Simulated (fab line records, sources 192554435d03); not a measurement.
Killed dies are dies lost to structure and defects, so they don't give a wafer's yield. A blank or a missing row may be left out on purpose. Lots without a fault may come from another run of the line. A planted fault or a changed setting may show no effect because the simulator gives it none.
Split-lot experiment | flow n5_finfet | 7 lots, 39 wafers read, on a route of 1938 steps

THE SPLIT
At N5_SD_EPI_P_EPI_21 (deposits SiGe:B, time 355 s), the setting time_s was moved away from the recipe's 355 s on 9 of the 39 wafers read, by -18.6% to -5.8%. The other wafers ran this setting at the recipe's value.

The reading is taken at the split's own step.

THE READING
SiGe-B_of_SD_EPI_P_EPI_21.thk_nm (the simulator's own value, which no gauge read), in nm, at N5_SD_EPI_P_EPI_21 (deposits SiGe:B, time 355 s). The file gives no usual value for it. The 30 wafers here that ran the recipe average 60.7 nm, standard deviation 0.52 nm.

wafer  | tool, chamber at the split | time_s as run, s | against the recipe | SiGe-B_of_SD_EPI_P_EPI_21.thk_nm, nm | against lot-mates on the recipe
L078.1 | epi_rpcvd-03, 0            | 355              | recipe             | 60.2                                 | -
L078.2 | epi_rpcvd-03, 0            | 355              | recipe             | 59                                   | -
L078.3 | epi_rpcvd-03, 0            | 355              | recipe             | 60                                   | -
L078.4 | epi_rpcvd-03, 0            | 355              | recipe             | 60.8                                 | -
L078.6 | epi_rpcvd-03, 0            | 355              | recipe             | 60.8                                 | -
L078.5 | epi_rpcvd-03, 0            | 355              | recipe             | 60.4                                 | -
L079.1 | epi_rpcvd-04, 0            | 355              | recipe             | 61                                   | -
L079.6 | epi_rpcvd-04, 0            | 355              | recipe             | 61                                   | -
L079.2 | epi_rpcvd-04, 0            | 355              | recipe             | 60.8                                 | -
L079.3 | epi_rpcvd-04, 0            | 355              | recipe             | 60.4                                 | -
L079.4 | epi_rpcvd-04, 0            | 355              | recipe             | 61.2                                 | -
L079.5 | epi_rpcvd-04, 0            | 355              | recipe             | 61.4                                 | -
L081.4 | epi_rpcvd-02, 0            | 355              | recipe             | 61                                   | -
L081.5 | epi_rpcvd-02, 0            | 355              | recipe             | 61                                   | -
L081.6 | epi_rpcvd-02, 0            | 355              | recipe             | 60.6                                 | -
L083.1 | epi_rpcvd-02, 0            | 355              | recipe             | 60.8                                 | -
L083.2 | epi_rpcvd-02, 0            | 355              | recipe             | 60.8                                 | -
L083.3 | epi_rpcvd-02, 0            | 290.2            | -18.3%             | 53.6                                 | -7.3
L083.6 | epi_rpcvd-02, 0            | 290.2            | -18.3%             | 53.6                                 | -7.3
L083.4 | epi_rpcvd-02, 0            | 355              | recipe             | 61.2                                 | -
L083.5 | epi_rpcvd-02, 0            | 290.2            | -18.3%             | 53                                   | -7.9
L084.1 | epi_rpcvd-02, 0            | 355              | recipe             | 61.4                                 | -
L084.2 | epi_rpcvd-02, 0            | 355              | recipe             | 60.8                                 | -
L084.3 | epi_rpcvd-02, 0            | 355              | recipe             | 59.8                                 | -
L084.6 | epi_rpcvd-02, 0            | 355              | recipe             | 59.8                                 | -
L084.4 | epi_rpcvd-02, 0            | 355              | recipe             | 60.4                                 | -
L084.5 | epi_rpcvd-02, 0            | 355              | recipe             | 60.2                                 | -
L088.1 | epi_rpcvd-04, 0            | 334.3            | -5.8%              | 58.4                                 | -2.4
L088.5 | epi_rpcvd-04, 0            | 334.3            | -5.8%              | 58.4                                 | -2.4
L088.2 | epi_rpcvd-04, 0            | 355              | recipe             | 60.8                                 | -
L088.3 | epi_rpcvd-04, 0            | 355              | recipe             | 60.4                                 | -
L088.4 | epi_rpcvd-04, 0            | 355              | recipe             | 61.2                                 | -
L088.6 | epi_rpcvd-04, 0            | 334.3            | -5.8%              | 58                                   | -2.8
L094.1 | epi_rpcvd-02, 0            | 355              | recipe             | 61                                   | -
L094.3 | epi_rpcvd-02, 0            | 355              | recipe             | 61                                   | -
L094.2 | epi_rpcvd-02, 0            | 289              | -18.6%             | 53.8                                 | -7.1
L094.4 | epi_rpcvd-02, 0            | 355              | recipe             | 60.6                                 | -
L094.5 | epi_rpcvd-02, 0            | 289              | -18.6%             | 53.4                                 | -7.5
L094.6 | epi_rpcvd-02, 0            | 289              | -18.6%             | 54.8                                 | -6.1

THE FIT
A straight line over all 39 wafers: SiGe-B_of_SD_EPI_P_EPI_21.thk_nm changes by +0.378 nm for each +1% of time_s; r = +0.98; the points scatter about the line by 0.53 nm.
The same after taking each lot's own level away (the mean of its wafers on the recipe; 39 wafers): +0.392 nm for each +1%; r = +0.99; scatter 0.46 nm.
On that fit, the largest move of time_s shifts the reading by 7.3 nm.
The lots' own levels span 60.20 to 60.97 nm, that is 1.5 times the standard deviation above.
So the lot-to-lot level changes the slope little: the two slopes agree.
Check: with one of the wafers moved furthest among these (-18.6%) left out of the fit, the line predicts -7.34 nm for it against its lot-mates. It came out at -7.07 nm against them.

OTHER SPLITS ON THESE WAFERS
These wafers also went through other splits before the reading. Each is held against what the fit with the lots' levels taken away leaves over:
other split on the same wafers        | wafers away from the commonest value | r with SiGe-B_of_SD_EPI_P_EPI_21.thk_nm (lot level and that fit taken away)
N5_WELL_APT_EPI_41 time_s             | 9                                    | -0.20
N5_FIN_CUT_CUT_ETCH_15 target_depth_a | 12                                   | -0.02
N5_DUMMY_GATE_ETCH_32 time_s          | 12                                   | +0.08

THE WHOLE CHAIN: every reading that the file lists as answering this split, in the file's order
step                    | what it does                | reading                                                                           | change (the file's fit)               | r (the file's)
N5_SD_EPI_P_EPI_21      | deposits SiGe:B, time 355 s | SiGe-B_of_SD_EPI_P_EPI_21.thk_nm (the simulator's own value, which no gauge read) | +0.393 nm for each +1% of the setting | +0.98
N5_SD_EPI_P_EPI_MEAS_23 |                             | thk_nm                                                                            | withheld for each +1% of the setting  | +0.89

THE FILE'S OWN FIT
SiGe-B_of_SD_EPI_P_EPI_21.thk_nm changes by +0.393 nm for each +1% of time_s, r = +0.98.
